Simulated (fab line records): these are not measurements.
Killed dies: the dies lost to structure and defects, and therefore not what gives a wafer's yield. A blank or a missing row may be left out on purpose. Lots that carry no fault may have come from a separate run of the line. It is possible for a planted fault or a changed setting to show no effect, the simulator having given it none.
Which tool is to blame?	flow n5 finfet	23 lots, 69 wafers sampled, at 6 steps of a route of 1938

## WHAT THE GAUGES SHOWED, per wafer
No reading from a measuring or inspecting step in the record can be judged against a usual standard deviation.

## EACH LOT AND THE TOOL THAT RAN IT (in order: tool; ch and the chambers of the sampled wafers; start)
lot	N5_BEOL_M2_ETCH_69	N5_BEOL_M2_ALD_98	N5_BEOL_M2_ETCHBACK_99	N5_BEOL_M2_ANNEAL_93	N5_BEOL_M3_ETCH_74	N5_BEOL_M3_HM_OPEN_17
L074	rie diel-02 ch 0,1,2, day 6 17:19	ald sin-01 ch 1,2,3, day 6 17:24	rie diel-03 ch 2,3, day 6 18:30	pvd sputter-01, day 6 22:48	rie diel-06 ch 0,1,3, day 7 03:37	rie metal-01 ch 0,1, day 7 03:50
L075	rie diel-02 ch 0,2,3, day 6 20:29	ald sin-01 ch 2,3, day 6 20:34	rie diel-05 ch 0,3, day 6 21:41	pvd sputter-01, day 7 00:38	rie diel-06 ch 1,3, day 7 04:07	rie metal-03 ch 0,1, day 7 04:19
L076	rie diel-02 ch 0,1,3, day 7 04:58	ald sin-01 ch 1,2,3, day 7 05:31	rie diel-05 ch 0,3, day 7 09:11	pvd sputter-03, day 7 12:24	rie diel-06 ch 1,2,3, day 7 16:46	rie metal-02 ch 0,1, day 7 16:59
L077	rie diel-02 ch 1,2,3, day 7 07:37	ald sin-03 ch 1,2,3, day 7 07:41	rie diel-05 ch 1,2,3, day 7 16:06	pvd sputter-02, day 7 18:56	rie diel-06 ch 0,1,3, day 7 22:05	rie metal-01 ch 0,1, day 7 22:20
L078	rie diel-05 ch 2,3, day 7 19:55	ald sin-04 ch 0,2, day 7 20:35	rie diel-05 ch 0,2, day 7 20:47	pvd sputter-03, day 7 23:30	rie diel-04 ch 0,1, day 8 04:07	rie metal-01 ch 1, day 8 04:20
L079	rie diel-03 ch 0,2,3, day 8 01:18	ald sin-04 ch 0,1,3, day 8 01:23	rie diel-03 ch 0,2,3, day 8 04:30	pvd sputter-02, day 8 07:23	rie diel-06 ch 0,1,2, day 8 12:47	rie metal-01 ch 0,1, day 8 12:59
L080	rie diel-05 ch 1,2, day 8 04:44	ald sin-04 ch 0,1,3, day 8 04:49	rie diel-03 ch 0,1,3, day 8 08:08	pvd sputter-01, day 8 11:34	rie diel-06 ch 0,3, day 8 15:35	rie metal-01 ch 0,1, day 8 15:55
L081	rie diel-02 ch 0,2, day 8 10:23	ald sin-01 ch 2,3, day 8 11:07	rie diel-03 ch 0,1, day 8 14:01	pvd sputter-03, day 8 17:18	rie diel-04 ch 0,2, day 8 21:56	rie metal-01 ch 0,1, day 8 22:09
L082	rie diel-05 ch 0,2,3, day 8 23:50	ald sin-01 ch 2,3, day 8 23:55	rie diel-03 ch 1,2,3, day 9 08:53	pvd sputter-03, day 9 11:52	rie diel-06 ch 1,2,3, day 9 16:34	rie metal-03 ch 0,1, day 9 16:47
L083	rie diel-05 ch 0,3, day 9 00:33	ald sin-03 ch 0,1,3, day 9 00:38	rie diel-03 ch 0,3, day 9 03:37	pvd sputter-02, day 9 06:34	rie diel-01 ch 2,3, day 9 10:01	rie metal-01 ch 0,1, day 9 10:16
L084	rie diel-02 ch 0,3, day 9 09:25	ald sin-04 ch 0,3, day 9 09:49	rie diel-02 ch 1,3, day 9 12:23	pvd sputter-02, day 9 16:42	rie diel-04 ch 1,2,3, day 9 22:16	rie metal-03 ch 0,1, day 9 22:29
L085	rie diel-05 ch 1,3, day 9 16:46	ald sin-01 ch 2,3, day 9 16:51	rie diel-05 ch 0,3, day 9 18:31	pvd sputter-03, day 9 21:26	rie diel-04 ch 0,1, day 10 03:35	rie metal-01 ch 0, day 10 03:48
L086	rie diel-02 ch 1,2,3, day 9 22:36	ald sin-04 ch 0,2, day 9 22:53	rie diel-05 ch 0,1,3, day 9 23:11	pvd sputter-01, day 10 01:52	rie diel-04 ch 0,1,2, day 10 08:57	rie metal-02 ch 1, day 10 09:10
L087	rie diel-02 ch 1,3, day 10 05:24	ald sin-03 ch 0,1, day 10 05:29	rie diel-03 ch 2,3, day 10 08:33	pvd sputter-02, day 10 11:43	rie diel-04 ch 0,1,2, day 10 18:32	rie metal-02 ch 1, day 10 18:45
L088	rie diel-03 ch 2,3, day 10 10:03	ald sin-01 ch 2,3, day 10 10:15	rie diel-05 ch 1,2, day 10 14:46	pvd sputter-03, day 10 17:28	rie diel-04 ch 0,3, day 10 22:35	rie metal-02 ch 1, day 10 22:50
L089	rie diel-05 ch 0,1,3, day 10 13:52	ald sin-04 ch 0,2,3, day 10 14:51	rie diel-02 ch 0,1,2, day 10 14:58	pvd sputter-01, day 10 17:53	rie diel-04 ch 0,1, day 11 00:06	rie metal-01 ch 0,1, day 11 00:21
L090	rie diel-03 ch 1,2,3, day 10 21:19	ald sin-01 ch 0,2,3, day 10 21:25	rie diel-02 ch 0,1,2, day 10 21:51	pvd sputter-02, day 11 01:25	rie diel-06 ch 0,1,2, day 11 05:50	rie metal-02 ch 0,1, day 11 06:03
L091	rie diel-03 ch 1,2,3, day 10 22:19	ald sin-04 ch 2,3, day 10 22:25	rie diel-05 ch 0,2, day 10 23:27	pvd sputter-01, day 11 02:44	rie diel-01 ch 0,1,3, day 11 06:10	rie metal-02 ch 0,1, day 11 06:22
L093	rie diel-03 ch 1,2,3, day 11 10:49	ald sin-04 ch 0,2, day 11 10:53	rie diel-03 ch 1,2,3, day 11 22:01	pvd sputter-02, day 12 00:43	rie diel-06 ch 1,3, day 12 03:16	rie metal-01 ch 1, day 12 03:29
L094	rie diel-03 ch 2,3, day 11 20:34	ald sin-03 ch 1,2,3, day 11 20:38	rie diel-03 ch 0,3, day 12 01:26	pvd sputter-02, day 12 04:50	rie diel-06 ch 0,3, day 12 10:28	rie metal-03 ch 0,1, day 12 10:40
L095	rie diel-03 ch 0,1, day 12 12:07	ald sin-01 ch 0,2,3, day 12 13:17	rie diel-02 ch 2,3, day 12 14:18	pvd sputter-02, day 12 17:22	rie diel-04 ch 0,3, day 12 20:30	rie metal-03 ch 0,1, day 12 20:43
L096	rie diel-02 ch 1,2, day 12 13:24	ald sin-01 ch 1,2,3, day 12 13:35	rie diel-02 ch 1,3, day 12 19:19	pvd sputter-03, day 12 22:47	rie diel-06 ch 1,2, day 13 02:44	rie metal-02 ch 0,1, day 13 02:57
L097	rie diel-02 ch 0,3, day 12 17:53	ald sin-01 ch 1,2,3, day 12 17:58	rie diel-02 ch 0,1,2, day 12 22:58	pvd sputter-03, day 13 02:00	rie diel-01 ch 0,1,2, day 13 06:17	rie metal-02 ch 0,1, day 13 06:30
- N5_BEOL_M2_ETCH_69: etches SiARC in CF4, target depth 15.6 nm, time 26 s.
- N5_BEOL_M2_ALD_98: deposits SiO2, target thk 2.5 nm, pulse time 1 s, co reactant pulse time 1 s.
- N5_BEOL_M2_ETCHBACK_99: etches SiO2 in CHF3, target depth 5 nm, time 10.4 s.
- N5_BEOL_M2_ANNEAL_93: time 240 s.
- N5_BEOL_M3_ETCH_74: etches underlayer in N2/H2, target depth 6.5 nm, time 5.2 s.
- N5_BEOL_M3_HM_OPEN_17: chemistry Cl2/BCl3, target TiN, target depth 20 nm, overetch 6 nm.

## AS READ BY THE TOOLS THEMSELVES (means over the sampled wafers that have a number; for cases with no such wafer, the mark the record gives instead)
N5_BEOL_M2_ETCH_69. Usual: drypump motor current A 5.8 A, standard deviation 0.39; etch rf on time s 25.9 s, standard deviation 0.56; oes product au 0.67 a.u., standard deviation 0.086; rf vpp V 183.9 V, standard deviation 1.2; showerhead plenum p Torr 2.12 Torr, standard deviation 0.069; throttle valve pct 15.58 %, standard deviation 0.2.
lot	tool	drypump motor current A (A)	etch rf on time s (s)	oes product au (a.u.)	rf vpp V (V)	showerhead plenum p Torr (Torr)	throttle valve pct (%)	flag
L074	rie diel-02	5.9	26.1	0.63	183.0	2.11	15.68	
L075	rie diel-02	6.0	26.1	0.66	183.4	2.06	15.71	
L076	rie diel-02	5.9	25.9	0.68	183.3	2.09	15.56	
L077	rie diel-02	5.7	26.4	0.65	184.9	2.14	15.65	
L078	rie diel-05	5.8	25.8	0.73	183.4	2.13	15.44	
L079	rie diel-03	5.9	25.5	0.60	183.7	2.12	15.66	
L080	rie diel-05	5.4	26.0	0.72	184.0	2.13	15.44	
L081	rie diel-02	5.9	26.4	0.60	182.8	2.06	15.84	
L082	rie diel-05	5.9	25.7	0.66	184.1	2.17	15.57	
L083	rie diel-05	6.0	25.4	0.60	185.1	2.20	15.68	
L084	rie diel-02	6.1	25.8	0.70	182.8	2.04	15.62	
L085	rie diel-05	5.6	25.5	0.60	185.1	2.19	15.89	
L086	rie diel-02	5.7	26.4	0.71	185.0	2.13	15.53	
L087	rie diel-02	5.8	26.1	0.67	183.7	2.12	15.57	
L088	rie diel-03	5.7	25.2	0.78	182.9	2.11	15.31	
L089	rie diel-05	5.8	25.6	0.60	184.2	2.20	15.80	
L090	rie diel-03	5.9	25.7	0.70	184.0	2.12	15.46	
L091	rie diel-03	5.9	25.7	0.69	184.3	2.12	15.46	
L093	rie diel-03	5.9	25.9	0.68	184.0	2.12	15.48	
L094	rie diel-03	5.6	25.1	0.75	184.1	2.11	15.33	
L095	rie diel-03	6.3	25.5	0.77	184.2	2.11	15.47	
L096	rie diel-02	5.7	26.2	0.71	183.8	2.14	15.51	
L097	rie diel-02	6.1	25.5	0.67	182.3	2.03	15.68	

N5_BEOL_M2_ALD_98. Usual: heater power w 77 W, standard deviation 5.6; precursor pulse height rel 0.999, standard deviation 0.019.
lot	tool	heater power w (W)	precursor pulse height rel	flag
L074	ald sin-01	73	0.990	
L075	ald sin-01	74	1.016	
L076	ald sin-01	72	0.997	
L077	ald sin-03	83	1.000	
L078	ald sin-04	77	1.025	
L079	ald sin-04	80	1.012	
L080	ald sin-04	79	0.980	
L081	ald sin-01	73	0.984	
L082	ald sin-01	73	1.012	
L083	ald sin-03	80	1.000	
L084	ald sin-04	84	0.999	
L085	ald sin-01	71	1.017	
L086	ald sin-04	74	0.986	
L087	ald sin-03	84	1.002	
L088	ald sin-01	71	0.977	
L089	ald sin-04	78	1.001	
L090	ald sin-01	75	0.991	
L091	ald sin-04	79	1.018	
L093	ald sin-04	78	1.004	
L094	ald sin-03	83	0.994	
L095	ald sin-01	76	0.995	
L096	ald sin-01	73	0.992	
L097	ald sin-01	74	1.002	

N5_BEOL_M2_ETCHBACK_99. Usual: drypump motor current A 5.9 A, standard deviation 0.41; oes product au 0.76 a.u., standard deviation 0.094; rf vpp V 241 V, standard deviation 5.2; showerhead plenum p Torr 2.14 Torr, standard deviation 0.073; throttle valve pct 17.08 %, standard deviation 0.2.
lot	tool	drypump motor current A (A)	oes product au (a.u.)	rf vpp V (V)	showerhead plenum p Torr (Torr)	throttle valve pct (%)	flag
L074	rie diel-03	5.8	0.72	234	2.14	16.95	
L075	rie diel-05	6.0	0.71	243	2.22	17.09	
L076	rie diel-05	6.2	0.72	243	2.23	17.22	
L077	rie diel-05	5.7	0.79	244	2.19	17.15	
L078	rie diel-05	5.7	0.78	245	2.18	16.89	
L079	rie diel-03	5.9	0.69	235	2.12	17.07	
L080	rie diel-03	6.2	0.72	235	2.14	17.07	
L081	rie diel-03	6.3	0.73	235	2.15	17.17	
L082	rie diel-03	5.9	0.71	235	2.14	17.08	
L083	rie diel-03	6.2	0.69	237	2.12	17.12	
L084	rie diel-02	5.6	0.76	243	2.19	17.05	
L085	rie diel-05	6.0	0.70	242	2.21	17.15	
L086	rie diel-05	5.8	0.70	242	2.22	17.27	
L087	rie diel-03	5.6	0.92	234	2.12	16.76	
L088	rie diel-05	5.3	0.75	244	2.17	17.18	
L089	rie diel-02	5.9	0.80	248	2.11	17.06	
L090	rie diel-02	5.8	0.78	246	2.11	17.07	
L091	rie diel-05	5.6	0.81	246	2.14	16.86	
L093	rie diel-03	5.9	0.80	234	2.13	16.95	
L094	rie diel-03	6.0	0.79	235	2.12	16.91	
L095	rie diel-02	5.9	0.86	247	2.09	16.96	
L096	rie diel-02	5.6	0.74	242	2.18	17.11	
L097	rie diel-02	5.8	0.76	247	2.10	17.09	

N5_BEOL_M2_ANNEAL_93. Usual: 837 W for heater power w, sd 97.
lot	tool	heater power w (W)	flag
L074	pvd sputter-01	922	
L075	pvd sputter-01	912	
L076	pvd sputter-03	860	
L077	pvd sputter-02	768	
L078	pvd sputter-03	844	
L079	pvd sputter-02	776	
L080	pvd sputter-01	845	
L081	pvd sputter-03	854	
L082	pvd sputter-03	864	
L083	pvd sputter-02	784	
L084	pvd sputter-02	816	
L085	pvd sputter-03	865	
L086	pvd sputter-01	839	
L087	pvd sputter-02	784	
L088	pvd sputter-03	902	
L089	pvd sputter-01	882	
L090	pvd sputter-02	830	
L091	pvd sputter-01	936	
L093	pvd sputter-02	831	
L094	pvd sputter-02	700	
L095	pvd sputter-02	818	
L096	pvd sputter-03	888	
L097	pvd sputter-03	873	

N5_BEOL_M3_ETCH_74. Usual: drypump motor current A 5.6 A, standard deviation 0.44; etch rf on time s 5.17 s, standard deviation 0.13; oes product au 0.66 a.u., standard deviation 0.075; rf vpp V 525 V, standard deviation 3.3; showerhead plenum p Torr 2.56 Torr, standard deviation 0.1; throttle valve pct 17.90 %, standard deviation 0.26.
lot	tool	drypump motor current A (A)	etch rf on time s (s)	oes product au (a.u.)	rf vpp V (V)	showerhead plenum p Torr (Torr)	throttle valve pct (%)	flag
L074	rie diel-06	5.8	5.11	0.64	522	2.50	17.96	
L075	rie diel-06	6.0	5.09	0.64	521	2.46	17.92	
L076	rie diel-06	5.5	5.07	0.71	524	2.53	17.81	
L077	rie diel-06	5.8	5.14	0.64	522	2.50	17.96	
L078	rie diel-04	5.4	5.14	0.64	528	2.63	18.03	
L079	rie diel-06	5.3	5.18	0.69	525	2.57	17.86	
L080	rie diel-06	5.8	5.20	0.62	525	2.58	18.04	
L081	rie diel-04	5.7	5.34	0.69	526	2.58	17.64	
L082	rie diel-06	5.5	5.04	0.69	523	2.52	17.83	
L083	rie diel-01	5.4	5.44	0.62	525	2.60	17.86	
L084	rie diel-04	5.7	5.15	0.63	525	2.60	18.00	
L085	rie diel-04	5.3	5.16	0.63	525	2.62	18.06	
L086	rie diel-04	5.6	5.15	0.64	525	2.60	17.98	
L087	rie diel-04	5.5	5.21	0.64	527	2.60	17.98	
L088	rie diel-04	5.5	5.19	0.62	525	2.61	17.88	
L089	rie diel-04	5.4	5.14	0.62	526	2.62	18.08	
L090	rie diel-06	5.3	5.18	0.67	525	2.56	17.89	
L091	rie diel-01	6.2	5.24	0.60	522	2.48	18.06	
L093	rie diel-06	5.9	5.04	0.76	521	2.45	17.68	
L094	rie diel-06	6.0	5.06	0.75	525	2.53	17.73	
L095	rie diel-04	5.8	5.19	0.74	525	2.60	17.55	
L096	rie diel-06	5.1	5.13	0.71	525	2.59	17.78	
L097	rie diel-01	5.9	5.32	0.60	522	2.52	18.07	

N5_BEOL_M3_HM_OPEN_17. Usual: drypump motor current A 5.8 A, standard deviation 0.42; oes product au 0.61 a.u., standard deviation 0.07; throttle valve pct 22.30 %, standard deviation 0.23.
lot	tool	drypump motor current A (A)	oes product au (a.u.)	throttle valve pct (%)	flag
L074	rie metal-01	6.0	0.59	22.14	
L075	rie metal-03	6.1	0.68	22.32	
L076	rie metal-02	5.3	0.59	22.44	
L077	rie metal-01	6.0	0.59	22.14	
L078	rie metal-01	6.0	0.61	21.96	
L079	rie metal-01	6.0	0.56	22.31	
L080	rie metal-01	6.0	0.58	22.16	
L081	rie metal-01	6.0	0.58	22.15	
L082	rie metal-03	6.2	0.63	22.32	
L083	rie metal-01	6.0	0.58	22.15	
L084	rie metal-03	6.1	0.67	22.32	
L085	rie metal-01	6.1	0.53	22.49	
L086	rie metal-02	5.1	0.62	22.52	
L087	rie metal-02	5.1	0.60	22.55	
L088	rie metal-02	5.1	0.61	22.54	
L089	rie metal-01	6.0	0.59	22.15	
L090	rie metal-02	5.5	0.74	22.16	
L091	rie metal-02	5.5	0.74	22.15	
L093	rie metal-01	6.0	0.59	21.99	
L094	rie metal-03	6.2	0.63	22.32	
L095	rie metal-03	6.0	0.66	22.35	
L096	rie metal-02	5.5	0.72	22.16	
L097	rie metal-02	5.3	0.64	22.37	

## THE ANSWER, worked out from the rows above alone
Rule: a lot is off if the mean of its wafers that have a number lies more than 3 standard deviations from the usual mean. A lot without any number at a reading at which 4 lots or more have one is off too. Any other lot the step has rows for is counted as sound. The gauges are gone through in route order, then the tools' own readings, and for those a lot's mean is taken as printed above. At the first step where some lot is off, the reading lying furthest off is the one used; lots without a number count as furthest.
None of the lots is off at any reading shown; this tells nothing.

## WHAT THE SIMULATOR HAD PUT IN
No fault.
